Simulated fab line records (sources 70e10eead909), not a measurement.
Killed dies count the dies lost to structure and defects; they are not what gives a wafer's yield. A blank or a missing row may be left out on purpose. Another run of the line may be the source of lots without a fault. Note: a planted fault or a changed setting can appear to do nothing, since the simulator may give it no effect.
Chamber matching -- flow nand_harc -- rie_diel-09 running NHARC_P_M1_STRIP_18: 4 sister chambers
The step strips in N2/H2. 14 wafers are shown with their chamber, then 7 later ones without.

## WAFERS, EACH WITH ITS CHAMBER
wafer,chamber,drypump_motor_current_A (A),oes_product_au (a.u.),rf_vpp_V (V)
L074.2,0,5.6,1.010,89.3
L074.4,1,5.8,1.004,90.1
L074.6,1,5.8,1.011,91.6
L082.3,0,5.5,1.020,90.7
L082.4,3,5.7,1.004,91.0
L082.5,1,5.7,1.008,92.3
L084.1,1,5.7,0.999,92.1
L084.2,2,6.4,0.993,90.4
L084.6,1,5.8,1.007,90.5
L087.1,3,5.7,1.000,91.9
L087.4,1,5.8,0.986,90.8
L087.6,3,5.7,0.983,90.9
L089.1,2,6.5,0.996,90.6
L089.4,3,5.7,1.003,91.6

SIGNATURES, as means of the wafers listed above
reading,chamber 0,chamber 1,chamber 2,chamber 3,scatter within a chamber
drypump_motor_current_A,5.550,5.767,6.450,5.700,0.0483
oes_product_au,1.01500,1.00250,0.99450,0.99750,0.00868
rf_vpp_V,90.000,91.233,90.500,91.350,0.757
Rule: for a wafer and a chamber, the distance is found by dividing, reading by reading, the gap between the wafer's reading and the chamber's mean by the reading's scatter, squaring, summing and taking the root. If the next closest chamber is less than 2 further off than the closest, the wafer can't be placed; otherwise it belongs to the closest. The scatter is the square root of a quotient: the sum, over the shown wafers, of each reading's squared deviation from its chamber's mean, divided by wafers minus chambers.

## WAFERS WITH NO CHAMBER GIVEN
wafer,drypump_motor_current_A (A),oes_product_au (a.u.),rf_vpp_V (V)
L089.5,5.6,1.032,91.5
L092.3,5.7,0.996,91.6
L092.5,6.4,0.985,91.3
L092.6,5.7,0.999,92.2
L096.3,5.8,0.976,91.8
L096.5,5.7,0.979,90.0
L096.6,5.5,1.013,90.5

## CHAMBER TAKEN BY EACH
wafer,from the rows above,in truth
L089.5,can't be placed: 0 or 3 or 1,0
L092.3,can't be placed: 3 or 1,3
L092.5,2,2
L092.6,can't be placed: 3 or 1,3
L096.3,can't be placed: 1 or 3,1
L096.5,can't be placed: 3 or 1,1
L096.6,0,0
Placed correctly: 2 of 7. Can't be placed from these rows: 5 (the true chamber is among the candidates in 5). Number placed wrongly: 0.
